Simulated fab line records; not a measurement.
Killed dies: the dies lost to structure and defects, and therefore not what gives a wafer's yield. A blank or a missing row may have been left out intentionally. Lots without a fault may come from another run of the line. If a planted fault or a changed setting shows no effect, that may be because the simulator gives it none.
What tool caused it?	flow n5Finfet	30 wafers from 10 lots sampled at 5 of the route's 1938 steps

WHAT EACH GAUGE READ, for each wafer
N5_GATE_CUT_INSPECT_26: inspects for defects (darkfield).
lot	measured	on	rawDefectCount
L994	day 5 10:31	defectInspect-02	44 47 14
L995	day 5 15:17	defectInspect-01	25 31 40
L997	day 6 06:04	defectInspect-01	59 59 37
L999	day 6 16:02	defectInspect-02	61 20 28
L101	day 7 06:49	defectInspect-02	26 13 31
L103	day 7 18:08	defectInspect-01	40 44 40
L111	day 9 14:38	defectInspect-01	12 28 28
L112	day 9 21:06	defectInspect-01	41 14 33
L113	day 10 05:24	defectInspect-02	15 34 26
L114	day 10 09:44	defectInspect-01	25 40 66

N5_BEOL_M4_RC_MEAS_101.
lot	measured	on	DIBL_N (mV/V)	DIBL_P (mV/V)	IOFF_N (nA/um)	IOFF_P (nA/um)	ION_N (uA/um)	ION_P (uA/um)	SS_N (mV/dec)	SS_P (mV/dec)	VT_N (mV)	VT_P (mV)
L994	day 8 12:54	prober-02	34.4 36.0 36.2	35.0 36.9 36.9	0.13 0.16 0.16	0.17 0.21 0.20	658 686 670	451 467 457	70.6 71.6 71.4	73.4 73.6 73.9	253 250 250	-252 -251 -253
L995	day 9 09:04	prober-02	36.3 36.1 38.2	36.9 37.0 39.6	0.17 0.17 0.23	0.21 0.21 0.27	683 677 687	459 457 465	71.6 71.6 72.3	73.3 73.4 74.0	250 249 243	-253 -253 -249
L997	day 9 18:20	prober-01	35.0 33.3 35.1	35.2 31.9 35.1	0.14 0.10 0.14	0.18 0.14 0.18	666 649 662	455 445 452	71.4 70.9 70.7	72.9 72.0 73.5	251 261 252	-255 -256 -255
L999	day 10 12:10	prober-01	38.0 37.3 36.9	38.3 35.4 35.4	0.17 0.14 0.14	0.26 0.21 0.21	679 660 664	480 458 462	72.0 71.1 71.9	73.9 73.1 72.7	250 249 253	-244 -249 -248
L101	day 10 18:57	prober-01	35.4 35.0 35.7	36.1 35.7 36.6	0.14 0.14 0.14	0.17 0.17 0.18	667 676 664	452 460 452	71.0 71.0 71.4	73.5 72.2 73.3	253 251 254	-256 -255 -255
L103	day 11 10:46	prober-01	36.6 36.2 33.7	36.1 34.7 32.1	0.16 0.15 0.12	0.22 0.19 0.16	666 665 658	463 457 448	71.8 71.3 70.5	73.7 72.7 72.8	249 253 252	-248 -249 -251
L111	day 13 07:11	prober-02	35.3 37.0 37.0	34.9 37.4 35.8	0.15 0.18 0.18	0.23 0.26 0.23	667 670 675	470 470 465	71.1 71.5 71.3	73.2 73.6 73.6	253 247 249	-247 -247 -247
L112	day 13 12:44	prober-01	36.8 38.2 37.3	35.8 38.7 36.1	0.18 0.21 0.17	0.22 0.29 0.23	676 685 675	465 469 462	71.4 72.2 71.9	73.6 74.5 73.7	247 244 249	-247 -246 -249
L113	day 13 13:10	prober-02	33.8 39.8 37.5	31.7 39.0 36.7	0.11 0.26 0.18	0.18 0.31 0.27	650 699 690	464 474 471	70.8 71.7 71.7	71.4 73.9 73.3	253 241 244	-249 -241 -244
L114	day 13 22:20	prober-02	34.9 35.4 36.7	36.0 36.3 38.3	0.16 0.17 0.21	0.20 0.21 0.24	682 674 688	463 461 463	71.6 71.3 72.0	73.4 74.2 73.9	248 248 242	-247 -248 -248

TOOL THAT RAN EACH LOT (tool first, then ch and the chambers of the sampled wafers, then the start)
lot	N5_GATE_CUT_CMP_61	N5_MOL_CONTACT_COAG_ETCH_15	N5_MOL_CONTACT_COAG_SPUTTER_143
L994	cmp-02 ch 0,1,2, day 5 10:21	rieDiel-02 ch 1,2,3, day 5 11:25	pvdSputter-02, day 5 15:49
L995	cmp-01 ch 0,3, day 5 15:03	rieDiel-02 ch 1,2,3, day 5 16:06	pvdSputter-03, day 5 17:41
L997	cmp-03 ch 0,1,3, day 6 05:53	rieDiel-01 ch 0,1, day 6 06:56	pvdSputter-02, day 6 09:03
L999	cmp-02 ch 1,2,3, day 6 15:50	rieDiel-01 ch 0,1,2, day 6 16:47	pvdSputter-02, day 6 18:22
L101	cmp-02 ch 0,1, day 7 06:37	rieDiel-01 ch 0,3, day 7 07:28	pvdSputter-02, day 7 09:44
L103	cmp-01 ch 0,2, day 7 17:56	rieDiel-01 ch 2,3, day 7 19:07	pvdSputter-01, day 7 21:42
L111	cmp-01 ch 0,1,3, day 9 14:26	rieDiel-04 ch 1,2, day 9 15:17	pvdSputter-01, day 9 18:34
L112	cmp-03 ch 0,1,2, day 9 20:56	rieDiel-04 ch 0,1,3, day 9 21:55	pvdSputter-03, day 9 23:51
L113	cmp-01 ch 0,2,3, day 10 05:10	rieDiel-04 ch 0,1,2, day 10 06:57	pvdSputter-01, day 10 10:10
L114	cmp-02 ch 0,2,3, day 10 09:33	rieDiel-04 ch 0,1,3, day 10 10:29	pvdSputter-01, day 10 13:01
- N5_GATE_CUT_CMP_61: polishes, stops on SiNx, t overpolish 3 s.
- N5_MOL_CONTACT_COAG_ETCH_15: etches SiNx in CH3F/O2, stops on Si:P, target depth 7 nm.
- N5_MOL_CONTACT_COAG_SPUTTER_143: material Co, target thk 2.5 nm.

AS READ BY THE TOOLS THEMSELVES (means over the sampled wafers that have a number; for cases with no such wafer, the mark the record gives instead)
N5_GATE_CUT_CMP_61.
lot	tool	edgeZonePressureFrac	motorCurrentA (A)	retainingRingPressureFrac
L994	cmp-02	1.003	12.5	1.002
L995	cmp-01	1.000	12.8	1.004
L997	cmp-03	0.998	12.0	0.999
L999	cmp-02	0.995	12.9	1.000
L101	cmp-02	0.997	12.9	0.997
L103	cmp-01	0.998	13.9	0.994
L111	cmp-01	1.002	11.4	1.000
L112	cmp-03	0.995	12.4	1.002
L113	cmp-01	1.002	13.0	1.001
L114	cmp-02	1.004	11.8	0.999

N5_MOL_CONTACT_COAG_ETCH_15.
lot	tool	CH3F_flow_sccm (sccm)	drypumpMotorCurrentA (A)	oesProductAu (a.u.)	rfVppV (V)	showerheadPlenumPTorr (Torr)	throttleValvePct (%)
L994	rieDiel-02	29.97	5.9	0.56	294	2.05	16.51
L995	rieDiel-02	30.04	5.9	0.55	294	2.04	16.51
L997	rieDiel-01	29.95	6.1	0.61	299	1.99	16.31
L999	rieDiel-01	30.00	5.9	0.59	298	1.95	16.29
L101	rieDiel-01	29.99	6.1	0.48	295	1.96	16.33
L103	rieDiel-01	30.03	6.3	0.48	300	2.01	16.56
L111	rieDiel-04	30.02	5.7	0.58	297	2.02	16.38
L112	rieDiel-04	30.02	5.5	0.60	296	2.02	16.45
L113	rieDiel-04	29.91	5.6	0.55	293	2.00	16.35
L114	rieDiel-04	29.97	5.5	0.59	296	2.02	16.45

N5_MOL_CONTACT_COAG_SPUTTER_143.
lot	tool	throttleValvePct (%)
L994	pvdSputter-02	29.7
L995	pvdSputter-03	30.4
L997	pvdSputter-02	29.4
L999	pvdSputter-02	29.2
L101	pvdSputter-02	29.6
L103	pvdSputter-01	30.4
L111	pvdSputter-01	30.7
L112	pvdSputter-03	28.7
L113	pvdSputter-01	30.4
L114	pvdSputter-01	29.8

THE ANSWER, worked out from the rows above alone
Rule: usual is defined by the lots themselves. Put in order of their means at a reading, lots are off if they are a third of the lots or fewer, leave a main group of 4 or more, and stand apart from it by a gap of 3 or more times the standard deviation of the main group's means; of several such gaps the widest counts. The tables above print the reading to a certain number of digits; a main group whose means all agree to those digits is not used. Also off: a lot with no number at a reading for which 4 or more lots have one. The other lots that the step has rows for count as sound. The gauges are gone through in route order, then the tools' own readings, and for those a lot's mean is taken as printed above. The first step at which some lot is off is used, and at that step the reading that is off furthest; a lot without a number counts as furthest.
Off: L101, L103 (N5_MOL_CONTACT_COAG_ETCH_15, oesProductAu). For the main group the mean is 0.58 a.u. and the standard deviation 0.021.
If a tool, at that step or one of the process steps before it, ran each lot that is off and ran no sound lot following the first of them, it fits. One candidate fits, namely rieDiel-01 at N5_MOL_CONTACT_COAG_ETCH_15. Its last sound lot is L999 (day 6 16:47), its first lot that is off L101 (day 7 07:28): a fault that began between those two fits.

WHAT WAS PUT IN BY THE SIMULATOR
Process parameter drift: rieDiel-01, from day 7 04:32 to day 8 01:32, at N5_MOL_CONTACT_COAG_ETCH_15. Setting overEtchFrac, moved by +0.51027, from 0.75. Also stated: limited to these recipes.
Shown lots that were struck: L101, L103. The rule above reached the same finding.
